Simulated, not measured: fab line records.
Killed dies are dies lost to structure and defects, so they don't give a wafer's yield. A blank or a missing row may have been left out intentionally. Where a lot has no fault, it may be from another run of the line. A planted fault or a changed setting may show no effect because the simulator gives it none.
Matching of chambers    flow nandHarc    NHARC_A_STAIRCASE_TRIM_12 on rieDiel-04: 4 sister chambers
The step chemistry O2, time 211.2 s. 8 wafers are shown with their chamber, then 8 later ones without.

== WAFERS PAIRED WITH THEIR CHAMBERS ==
wafer   chamber  showerheadPlenumPTorr (Torr)  drypumpMotorCurrentA (A)
L074.6  0        3.66                          5.8
L078.5  0        3.65                          5.8
L079.4  3        3.51                          6.0
L079.6  3        3.51                          6.1
L080.5  1        3.68                          5.2
L081.3  1        3.68                          5.2
L081.6  2        3.67                          5.6
L084.1  2        3.67                          5.6

== WAFERS WITH NO CHAMBER GIVEN ==
wafer   showerheadPlenumPTorr (Torr)  drypumpMotorCurrentA (A)
L084.2  3.65                          5.8
L084.3  3.50                          6.1
L093.2  3.49                          6.1
L093.3  3.67                          5.2
L093.6  3.66                          5.6
L096.2  3.63                          5.7
L096.4  3.66                          5.6
L096.5  3.67                          5.2

== CHAMBER TAKEN BY EACH ==
wafer   from the rows above  in truth
L084.2  0                    0
L084.3  3                    3
L093.2  3                    3
L093.3  1                    1
L093.6  2                    2
L096.2  0                    0
L096.4  2                    2
L096.5  1                    1
8 of 8 placed correctly. Left unplaced by these rows: 0. Placed wrongly: 0.
How it was worked out, from the rows above alone: a wafer's distance from a chamber is the root of the sum, over the readings, of the square of ((its reading less the chamber's mean) divided by the reading's scatter). The wafer belongs to the nearest chamber; if the next one is less than 2 further off, it can't be placed. A chamber's mean is the mean of its shown wafers. How the scatter is found: for the shown wafers, subtract from each reading the mean of its chamber, square and add these, divide the total by (wafers less chambers), then take the root.
